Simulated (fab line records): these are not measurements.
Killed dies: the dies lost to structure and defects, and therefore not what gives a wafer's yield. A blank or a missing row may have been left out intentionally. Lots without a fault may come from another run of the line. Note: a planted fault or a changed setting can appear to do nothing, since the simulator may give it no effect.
Matching of chambers -- flow n5_finfet -- N5_BEOL_M0_SAQP_PECVD_97 on pecvd-04 has 3 sister chambers
The step deposits SiNx from SiH4/NH3/N2, target thk 23 nm, time 19.9 s. 16 wafers are shown with their chamber, then 8 later ones without.

WAFERS PAIRED WITH THEIR CHAMBERS
wafer,chamber,throttle_valve_pct (%),showerhead_plenum_p_Torr (Torr),heater_power_w (W)
L075.2,1,42.0,5.09,621
L075.5,0,43.8,5.21,617
L075.6,1,41.9,5.10,610
L077.2,1,41.9,5.09,616
L077.3,2,39.8,5.20,579
L077.4,2,39.6,5.18,584
L080.1,2,39.7,5.18,578
L080.2,0,43.7,5.23,578
L080.3,1,41.7,5.09,636
L081.2,2,39.5,5.19,540
L081.4,1,41.7,5.09,684
L081.6,0,43.6,5.22,625
L091.3,2,39.9,5.19,507
L091.4,1,41.9,5.09,684
L091.6,2,40.0,5.18,535
L093.1,1,41.8,5.08,703

SIGNATURES, as means of the wafers listed above
reading,chamber 0,chamber 1,chamber 2,scatter within a chamber
throttle_valve_pct,43.700,41.843,39.750,0.145
showerhead_plenum_p_Torr,5.2200,5.0900,5.1867,0.00751
heater_power_w,606.67,650.57,553.83,34
Rule: distance of a wafer from a chamber = root of the sum over the readings of ((wafer's reading minus chamber's mean) / reading's scatter) squared. The wafer belongs to the nearest chamber; if the next one is less than 2 further off, it can't be placed. How the scatter is found: for the shown wafers, subtract from each reading the mean of its chamber, square and add these, divide the total by (wafers less chambers), then take the root.

WAFERS WITHOUT THEIR CHAMBER
wafer,throttle_valve_pct (%),showerhead_plenum_p_Torr (Torr),heater_power_w (W)
L093.4,43.9,5.21,620
L093.6,40.1,5.18,575
L094.1,40.2,5.19,577
L094.2,41.7,5.09,681
L094.3,43.8,5.20,569
L095.3,40.1,5.19,501
L095.5,43.7,5.23,616
L095.6,39.9,5.19,506

WHICH CHAMBER EACH WENT THROUGH
wafer,from the rows above,in truth
L093.4,0,0
L093.6,2,2
L094.1,2,2
L094.2,1,1
L094.3,0,0
L095.3,2,2
L095.5,0,0
L095.6,2,2
Correct placement for 8 of the 8. Not placeable from these rows: 0. Wrongly placed: 0.
